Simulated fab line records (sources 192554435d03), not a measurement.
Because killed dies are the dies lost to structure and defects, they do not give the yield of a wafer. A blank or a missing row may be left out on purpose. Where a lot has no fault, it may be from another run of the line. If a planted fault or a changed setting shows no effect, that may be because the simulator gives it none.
Chamber matching	flow n5-finfet	N5_GATE_CUT_HM_DEP_46 on pecvd-02 has 3 sister chambers
The step deposits SiO2 from TEOS/O2, target thk 130 nm, time 26.6 s. 6 wafers are shown with their chamber, then 7 later ones without.

WAFERS, EACH WITH ITS CHAMBER
wafer	chamber	heater-power-w (W)	showerhead-plenum-p-Torr (Torr)
L079.5	0	623	8.37
L081.4	2	725	8.39
L081.5	0	712	8.40
L081.6	1	585	8.33
L085.2	2	721	8.36
L085.3	1	553	8.30

WAFERS MISSING THEIR CHAMBER
wafer	heater-power-w (W)	showerhead-plenum-p-Torr (Torr)
L085.4	712	8.35
L093.3	681	8.40
L093.4	685	8.37
L093.6	703	8.37
L097.1	691	8.39
L097.2	709	8.36
L097.5	706	8.38

THE CHAMBER EACH PASSED THROUGH
wafer	from the rows above	in truth
L085.4	can't be placed: 2 or 0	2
L093.3	can't be placed: 0 or 2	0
L093.4	can't be placed: 0 or 2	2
L093.6	can't be placed: 2 or 0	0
L097.1	can't be placed: 0 or 2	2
L097.2	can't be placed: 2 or 0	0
L097.5	can't be placed: 2 or 0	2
0 of 7 placed correctly. Can't be placed from these rows: 7 (the true chamber is among the candidates in 7). Placed wrongly: 0.
How it was worked out, from the rows above alone: a wafer's distance from a chamber is the root of the sum, over the readings, of the square of ((its reading less the chamber's mean) divided by the reading's scatter). The wafer belongs to the nearest chamber; if the next one is less than 2 further off, it can't be placed. The mean given for a chamber averages the wafers shown for that chamber. The scatter: take each reading less its chamber's mean, square it, sum over the shown wafers, divide by the number of wafers less the number of chambers, and take the root.
